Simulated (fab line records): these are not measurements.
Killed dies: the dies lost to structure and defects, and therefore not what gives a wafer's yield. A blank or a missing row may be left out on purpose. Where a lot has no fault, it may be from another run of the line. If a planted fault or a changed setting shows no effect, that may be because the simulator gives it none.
The tool behind it: which one? + flow nand_harc + 24 lots, 72 wafers sampled, at 5 steps of a route of 1159

== WHAT THE GAUGES SHOWED, per wafer ==
NHARC_A_BONDPAD_THK_MEAS_20: measures by xrf. Usual: thk_nm at 169.7 nm, with a standard deviation of 1.4.
| lot  | measured     | on            | thk_nm (nm)       | flag |
|------|--------------|---------------|-------------------|------|
| L074 | day 17 22:36 | film_metro-02 | 169.1 169.1 167.4 |      |
| L075 | day 18 12:44 | film_metro-01 | 168.0 167.1 168.5 |      |
| L077 | day 18 12:26 | film_metro-01 | 171.5 170.4 168.5 |      |
| L076 | day 18 13:32 | film_metro-01 | 172.2 171.3 173.4 |      |
| L079 | day 18 17:48 | film_metro-02 | 172.0 168.8 168.6 |      |
| L081 | day 19 10:14 | film_metro-01 | 170.6 169.4 169.7 |      |
| L080 | day 19 11:44 | film_metro-01 | 170.2 170.3 170.6 |      |
| L078 | day 19 17:13 | film_metro-01 | 169.7 168.1 169.1 |      |
| L083 | day 19 23:20 | film_metro-01 | 169.1 169.0 170.5 |      |
| L082 | day 20 00:43 | film_metro-01 | 171.0 171.0 169.2 |      |
| L085 | day 20 13:53 | film_metro-02 | 170.6 170.7 168.0 |      |
| L084 | day 20 14:12 | film_metro-01 | 170.0 172.6 168.6 |      |
| L087 | day 20 22:25 | film_metro-01 | 169.3 170.9 169.9 |      |
| L088 | day 20 21:03 | film_metro-02 | 167.9 170.5 168.4 |      |
| L086 | day 21 06:40 | film_metro-02 | 169.5 173.7 170.4 |      |
| L089 | day 21 20:23 | film_metro-02 | 171.6 170.8 171.7 |      |
| L090 | day 21 21:23 | film_metro-01 | 169.7 167.9 168.0 |      |
| L092 | day 22 03:58 | film_metro-01 | 168.3 170.2 170.9 |      |
| L091 | day 22 11:58 | film_metro-01 | 171.4 170.3 170.7 |      |
| L094 | day 22 12:47 | film_metro-02 | 168.5 170.2 169.6 |      |
| L093 | day 22 13:07 | film_metro-01 | 167.8 169.7 168.7 |      |
| L095 | day 23 00:34 | film_metro-01 | 170.5 167.8 170.6 |      |
| L097 | day 23 15:26 | film_metro-02 | 167.7 167.8 169.2 |      |
| L096 | day 24 01:12 | film_metro-01 | 170.1 167.7 168.9 |      |

== WHAT TOOL EACH LOT RAN ON (gives the tool, then ch and the chambers of the sampled wafers, and finally the start) ==
| lot  | NHARC_A_CONTACT_ETCH_135             | NHARC_A_CONTACT_ETCH_92            | NHARC_A_BLC_ETCH_17                           | NHARC_A_BLC_PVD_32                      |
|------|--------------------------------------|------------------------------------|-----------------------------------------------|-----------------------------------------|
| L074 | har_cap_etch-03 ch 0,1, day 16 20:41 | rie_diel-02 ch 0,1,3, day 16 21:34 | rie_diel-01 ch 0,1, day 17 22:36 or earlier   | pvd_sputter-02, day 17 22:36 or earlier |
| L075 | har_cap_etch-03 ch 0,1, day 17 06:34 | rie_diel-02 ch 0,2,3, day 17 07:29 | rie_diel-07 ch 0,2,3, day 18 12:44 or earlier | pvd_sputter-03, day 18 12:44 or earlier |
| L077 | har_cap_etch-02 ch 0,1, day 17 08:37 | rie_diel-12 ch 1,2, day 17 09:31   | rie_diel-07 ch 0,3, day 18 12:26 or earlier   | pvd_sputter-01, day 18 12:26 or earlier |
| L076 | har_cap_etch-03 ch 1, day 17 11:47   | rie_diel-12 ch 2,3, day 17 12:56   | rie_diel-06 ch 2,3, day 18 13:32 or earlier   | pvd_sputter-03, day 18 13:32 or earlier |
| L079 | har_cap_etch-03 ch 0,1, day 17 17:55 | rie_diel-04 ch 1,3, day 17 19:04   | rie_diel-06 ch 0,3, day 18 17:48 or earlier   | pvd_sputter-02, day 18 17:48 or earlier |
| L081 | har_cap_etch-02 ch 0,1, day 18 10:40 | rie_diel-02 ch 1,2,3, day 18 11:31 | rie_diel-07 ch 0,3, day 19 10:14 or earlier   | pvd_sputter-03, day 19 10:14 or earlier |
| L080 | har_cap_etch-02 ch 0,1, day 18 11:33 | rie_diel-12 ch 0,2,3, day 18 12:26 | rie_diel-01 ch 0,3, day 19 11:44 or earlier   | pvd_sputter-02, day 19 11:44 or earlier |
| L078 | har_cap_etch-01 ch 0,1, day 18 14:33 | rie_diel-02 ch 1,2,3, day 18 15:25 | rie_diel-06 ch 1,2, day 19 17:13 or earlier   | pvd_sputter-03, day 19 17:13 or earlier |
| L083 | har_cap_etch-02 ch 0,1, day 19 00:20 | rie_diel-12 ch 0,2,3, day 19 01:13 | rie_diel-07 ch 0,1,2, day 19 23:20 or earlier | pvd_sputter-02, day 19 23:20 or earlier |
| L082 | har_cap_etch-01 ch 0,1, day 19 01:13 | rie_diel-04 ch 0,2,3, day 19 02:07 | rie_diel-06 ch 0,1,3, day 20 00:43 or earlier | pvd_sputter-02, day 20 00:43 or earlier |
| L085 | har_cap_etch-03 ch 0,1, day 19 13:19 | rie_diel-12 ch 0,2,3, day 19 14:13 | rie_diel-07 ch 0,1,3, day 20 13:53 or earlier | pvd_sputter-01, day 20 13:53 or earlier |
| L084 | har_cap_etch-02 ch 0, day 19 15:35   | rie_diel-12 ch 1,2,3, day 19 16:30 | rie_diel-01 ch 0,2, day 20 14:12 or earlier   | pvd_sputter-02, day 20 14:12 or earlier |
| L087 | har_cap_etch-03 ch 1, day 19 23:23   | rie_diel-12 ch 0,1,3, day 20 00:15 | rie_diel-06 ch 0,1,3, day 20 22:25 or earlier | pvd_sputter-02, day 20 22:25 or earlier |
| L088 | har_cap_etch-01 ch 1, day 19 23:49   | rie_diel-04 ch 0,1,3, day 20 00:44 | rie_diel-07 ch 1,2,3, day 20 21:03 or earlier | pvd_sputter-02, day 20 21:03 or earlier |
| L086 | har_cap_etch-01 ch 0,1, day 20 05:55 | rie_diel-12 ch 0,2,3, day 20 06:49 | rie_diel-06 ch 0,1,3, day 21 06:40 or earlier | pvd_sputter-02, day 21 06:40 or earlier |
| L089 | har_cap_etch-02 ch 0,1, day 20 17:32 | rie_diel-12 ch 0,1,2, day 20 18:28 | rie_diel-06 ch 0,2,3, day 21 20:23 or earlier | pvd_sputter-02, day 21 20:23 or earlier |
| L090 | har_cap_etch-02 ch 0,1, day 20 20:32 | rie_diel-04 ch 0,1,2, day 20 21:25 | rie_diel-07 ch 0,2,3, day 21 21:23 or earlier | pvd_sputter-01, day 21 21:23 or earlier |
| L092 | har_cap_etch-01 ch 0,1, day 21 04:40 | rie_diel-02 ch 0,1,3, day 21 05:32 | rie_diel-06 ch 2,3, day 22 03:58 or earlier   | pvd_sputter-03, day 22 03:58 or earlier |
| L091 | har_cap_etch-03 ch 0,1, day 21 08:26 | rie_diel-02 ch 0,1,3, day 21 09:20 | rie_diel-07 ch 0,2,3, day 22 11:58 or earlier | pvd_sputter-01, day 22 11:58 or earlier |
| L094 | har_cap_etch-02 ch 0,1, day 21 11:46 | rie_diel-12 ch 0,2,3, day 21 13:10 | rie_diel-07 ch 1,2,3, day 22 12:47 or earlier | pvd_sputter-02, day 22 12:47 or earlier |
| L093 | har_cap_etch-01 ch 1, day 21 12:38   | rie_diel-12 ch 0,1,3, day 21 13:32 | rie_diel-06 ch 1,3, day 22 13:07 or earlier   | pvd_sputter-01, day 22 13:07 or earlier |
| L095 | har_cap_etch-01 ch 0,1, day 22 04:38 | rie_diel-12 ch 1,2,3, day 22 05:32 | rie_diel-01 ch 0,1,3, day 23 00:34 or earlier | pvd_sputter-03, day 23 00:34 or earlier |
| L097 | har_cap_etch-03 ch 0,1, day 22 11:40 | rie_diel-04 ch 1,3, day 22 12:33   | rie_diel-06 ch 0,1,2, day 23 15:26 or earlier | pvd_sputter-02, day 23 15:26 or earlier |
| L096 | har_cap_etch-03 ch 0,1, day 22 18:07 | rie_diel-12 ch 0,1,2, day 22 19:01 | rie_diel-07 ch 0,3, day 24 01:12 or earlier   | pvd_sputter-01, day 24 01:12 or earlier |
- NHARC_A_CONTACT_ETCH_135: etches the open film in C4F8/O2/Ar, time 132 s, target depth 1287 nm.
- NHARC_A_CONTACT_ETCH_92: etches the open film in CH3F/O2, target depth 40 nm, time 85.7 s.
- NHARC_A_BLC_ETCH_17: etches the open film in N2/H2, target depth 390 nm, time 609.38 s.
- NHARC_A_BLC_PVD_32: deposits Ti, target thk 5 nm, time 17.7 s.

== AS READ BY THE TOOLS THEMSELVES (means over the sampled wafers that have a number; for cases with no such wafer, the mark the record gives instead) ==
NHARC_A_CONTACT_ETCH_92. Usual: ch3f_flow_sccm 49.99 sccm, standard deviation 0.15; drypump_motor_current_A 5.4 A, standard deviation 0.46; oes_product_au 0.942 a.u., standard deviation 0.029; rf_vpp_V 244.2 V, standard deviation 1.5; showerhead_plenum_p_Torr 2.45 Torr, standard deviation 0.088; throttle_valve_pct 20.664 %, standard deviation 0.0096.
| lot  | tool        | ch3f_flow_sccm (sccm) | drypump_motor_current_A (A) | oes_product_au (a.u.) | rf_vpp_V (V) | showerhead_plenum_p_Torr (Torr) | throttle_valve_pct (%) | flag |
|------|-------------|-----------------------|-----------------------------|-----------------------|--------------|---------------------------------|------------------------|------|
| L074 | rie_diel-02 | 50.02                 | 5.6                         | 0.934                 | 243.4        | 2.45                            | 20.663                 |      |
| L075 | rie_diel-02 | 49.99                 | 5.5                         | 0.937                 | 244.8        | 2.50                            | 20.660                 |      |
| L077 | rie_diel-12 | 49.88                 | 4.9                         | 1.002                 | 245.3        | 2.52                            | 20.666                 |      |
| L076 | rie_diel-12 | 49.95                 | 5.5                         | 0.949                 | 243.4        | 2.39                            | 20.668                 |      |
| L079 | rie_diel-04 | 49.96                 | 5.1                         | 0.926                 | 243.7        | 2.37                            | 20.659                 |      |
| L081 | rie_diel-02 | 50.07                 | 5.4                         | 0.933                 | 245.6        | 2.53                            | 20.662                 |      |
| L080 | rie_diel-12 | 50.19                 | 5.6                         | 0.926                 | 244.6        | 2.40                            | 20.649                 |      |
| L078 | rie_diel-02 | 49.84                 | 5.4                         | 0.935                 | 245.2        | 2.53                            | 20.656                 |      |
| L083 | rie_diel-12 | 50.00                 | 5.6                         | 0.932                 | 244.0        | 2.39                            | 20.657                 |      |
| L082 | rie_diel-04 | 49.96                 | 5.6                         | 0.932                 | 243.6        | 2.39                            | 20.661                 |      |
| L085 | rie_diel-12 | 49.97                 | 5.6                         | 1.002                 | 242.8        | 2.39                            | 20.662                 |      |
| L084 | rie_diel-12 | 49.98                 | 5.4                         | 0.920                 | 244.5        | 2.44                            | 20.661                 |      |
| L087 | rie_diel-12 | 49.85                 | 5.5                         | 0.922                 | 244.5        | 2.45                            | 20.659                 |      |
| L088 | rie_diel-04 | 49.94                 | 5.2                         | 0.936                 | 244.0        | 2.40                            | 20.657                 |      |
| L086 | rie_diel-12 | 49.97                 | 5.6                         | 0.927                 | 243.4        | 2.39                            | 20.665                 |      |
| L089 | rie_diel-12 | 50.05                 | 5.1                         | 0.925                 | 244.1        | 2.47                            | 20.661                 |      |
| L090 | rie_diel-04 | 50.01                 | 5.5                         | 1.002                 | 244.7        | 2.42                            | 20.656                 |      |
| L092 | rie_diel-02 | 49.97                 | 5.6                         | 0.932                 | 243.7        | 2.44                            | 20.657                 |      |
| L091 | rie_diel-02 | 49.91                 | 5.6                         | 0.930                 | 244.1        | 2.44                            | 20.674                 |      |
| L094 | rie_diel-12 | 50.08                 | 5.6                         | 0.923                 | 243.2        | 2.39                            | 20.661                 |      |
| L093 | rie_diel-12 | 50.18                 | 5.4                         | 0.918                 | 244.1        | 2.45                            | 20.665                 |      |
| L095 | rie_diel-12 | 50.03                 | 5.4                         | 0.913                 | 244.4        | 2.44                            | 20.659                 |      |
| L097 | rie_diel-04 | 50.05                 | 5.1                         | 0.934                 | 242.2        | 2.36                            | 20.661                 |      |
| L096 | rie_diel-12 | 49.91                 | 5.1                         | 0.999                 | 244.5        | 2.46                            | 20.670                 |      |

NHARC_A_BLC_ETCH_17. Usual: drypump_motor_current_A 5.9 A, standard deviation 0.36; oes_product_au 1.001 a.u., standard deviation 0.0095; rf_vpp_V 430 V, standard deviation 3.2; showerhead_plenum_p_Torr 2.02 Torr, standard deviation 0.11; throttle_valve_pct 14.171 %, standard deviation 0.0083.
| lot  | tool        | drypump_motor_current_A (A) | oes_product_au (a.u.) | rf_vpp_V (V) | showerhead_plenum_p_Torr (Torr) | throttle_valve_pct (%) | flag |
|------|-------------|-----------------------------|-----------------------|--------------|---------------------------------|------------------------|------|
| L074 | rie_diel-01 | 5.2                         | 1.004                 | 432          | 2.10                            | 14.172                 |      |
| L075 | rie_diel-07 | 5.8                         | 1.001                 | 431          | 2.00                            | 14.171                 |      |
| L077 | rie_diel-07 | 5.7                         | 1.013                 | 431          | 2.09                            | 14.172                 |      |
| L076 | rie_diel-06 | 6.3                         | 1.001                 | 431          | 2.06                            | 14.161                 |      |
| L079 | rie_diel-06 | 6.2                         | 0.998                 | 428          | 1.95                            | 14.164                 |      |
| L081 | rie_diel-07 | 5.8                         | 1.009                 | 430          | 2.01                            | 14.176                 |      |
| L080 | rie_diel-01 | 5.5                         | 0.990                 | 429          | 1.99                            | 14.169                 |      |
| L078 | rie_diel-06 | 5.8                         | 1.006                 | 434          | 2.16                            | 14.178                 |      |
| L083 | rie_diel-07 | 5.8                         | 1.008                 | 428          | 1.93                            | 14.167                 |      |
| L082 | rie_diel-06 | 5.9                         | 1.000                 | 430          | 2.03                            | 14.175                 |      |
| L085 | rie_diel-07 | 5.7                         | 1.002                 | 430          | 2.02                            | 14.176                 |      |
| L084 | rie_diel-01 | 6.0                         | 1.009                 | 427          | 1.91                            | 14.175                 |      |
| L087 | rie_diel-06 | 5.9                         | 1.002                 | 431          | 2.03                            | 14.174                 |      |
| L088 | rie_diel-07 | 5.7                         | 0.997                 | 430          | 2.01                            | 14.168                 |      |
| L086 | rie_diel-06 | 5.9                         | 1.000                 | 430          | 2.03                            | 14.170                 |      |
| L089 | rie_diel-06 | 6.1                         | 1.008                 | 431          | 2.03                            | 14.171                 |      |
| L090 | rie_diel-07 | 5.8                         | 1.004                 | 430          | 2.00                            | 14.170                 |      |
| L092 | rie_diel-06 | 6.4                         | 1.003                 | 428          | 1.99                            | 14.169                 |      |
| L091 | rie_diel-07 | 5.8                         | 0.999                 | 430          | 2.00                            | 14.169                 |      |
| L094 | rie_diel-07 | 5.7                         | 0.994                 | 430          | 2.00                            | 14.173                 |      |
| L093 | rie_diel-06 | 6.2                         | 0.992                 | 429          | 1.99                            | 14.178                 |      |
| L095 | rie_diel-01 | 5.4                         | 0.995                 | 433          | 2.15                            | 14.167                 |      |
| L097 | rie_diel-06 | 5.8                         | 0.997                 | 433          | 2.11                            | 14.162                 |      |
| L096 | rie_diel-07 | 5.8                         | 1.011                 | 432          | 2.09                            | 14.165                 |      |

NHARC_A_BLC_PVD_32. Usual: cathode_dc_power_W 5000.1 W, standard deviation 0.89; chamber_pressure_pa 5.000 Pa, standard deviation 0.01; substrate_temp_c 200.00 C, standard deviation 0.16; throttle_valve_pct 30.1 %, standard deviation 1.2.
| lot  | tool           | cathode_dc_power_W (W) | chamber_pressure_pa (Pa) | substrate_temp_c (C) | throttle_valve_pct (%) | flag |
|------|----------------|------------------------|--------------------------|----------------------|------------------------|------|
| L074 | pvd_sputter-02 | 5000.8                 | 4.991                    | 200.09               | 29.6                   |      |
| L075 | pvd_sputter-03 | 4999.2                 | 4.997                    | 199.92               | 28.9                   |      |
| L077 | pvd_sputter-01 | 5000.4                 | 4.996                    | 200.18               | 30.1                   |      |
| L076 | pvd_sputter-03 | 5000.2                 | 5.002                    | 200.00               | 29.5                   |      |
| L079 | pvd_sputter-02 | 4999.9                 | 4.994                    | 200.01               | 29.7                   |      |
| L081 | pvd_sputter-03 | 4999.6                 | 4.989                    | 200.02               | 29.3                   |      |
| L080 | pvd_sputter-02 | 4999.9                 | 4.994                    | 200.00               | 29.9                   |      |
| L078 | pvd_sputter-03 | 5000.1                 | 5.005                    | 199.99               | 29.8                   |      |
| L083 | pvd_sputter-02 | 5000.3                 | 4.993                    | 200.01               | 30.5                   |      |
| L082 | pvd_sputter-02 | 5000.5                 | 5.003                    | 200.18               | 30.5                   |      |
| L085 | pvd_sputter-01 | 4999.4                 | 4.995                    | 199.89               | 30.8                   |      |
| L084 | pvd_sputter-02 | 5000.3                 | 5.003                    | 199.95               | 30.7                   |      |
| L087 | pvd_sputter-02 | 4999.8                 | 4.993                    | 199.99               | 29.8                   |      |
| L088 | pvd_sputter-02 | 4999.3                 | 5.001                    | 200.19               | 30.5                   |      |
| L086 | pvd_sputter-02 | 4999.5                 | 5.003                    | 200.07               | 30.7                   |      |
| L089 | pvd_sputter-02 | 4999.8                 | 5.004                    | 199.90               | 30.1                   |      |
| L090 | pvd_sputter-01 | 5000.2                 | 4.999                    | 200.17               | 30.8                   |      |
| L092 | pvd_sputter-03 | 4999.6                 | 5.005                    | 200.02               | 29.1                   |      |
| L091 | pvd_sputter-01 | 5000.3                 | 5.012                    | 199.96               | 30.5                   |      |
| L094 | pvd_sputter-02 | 5000.7                 | 4.996                    | 199.99               | 30.0                   |      |
| L093 | pvd_sputter-01 | 5001.2                 | 5.005                    | 199.95               | 30.2                   |      |
| L095 | pvd_sputter-03 | 5000.5                 | 5.000                    | 200.06               | 29.6                   |      |
| L097 | pvd_sputter-02 | 5000.1                 | 4.999                    | 199.93               | 31.0                   |      |
| L096 | pvd_sputter-01 | 4999.9                 | 4.987                    | 199.87               | 30.8                   |      |

== THE ANSWER, worked out from the rows above alone ==
Rule: a lot is off if the mean of its wafers that have a number lies more than 3 standard deviations from the usual mean. A lot without any number at a reading at which 4 lots or more have one is off too. The other lots that the step has rows for count as sound. The gauges are gone through in route order, then the tools' own readings, and for those a lot's mean is taken as printed above. The first step at which some lot is off is used, and at that step the reading that is off furthest; a lot without a number counts as furthest.
Across all readings shown, no lot is off: no conclusion can be drawn from this.

== WHAT HAD BEEN PUT IN BY THE SIMULATOR ==
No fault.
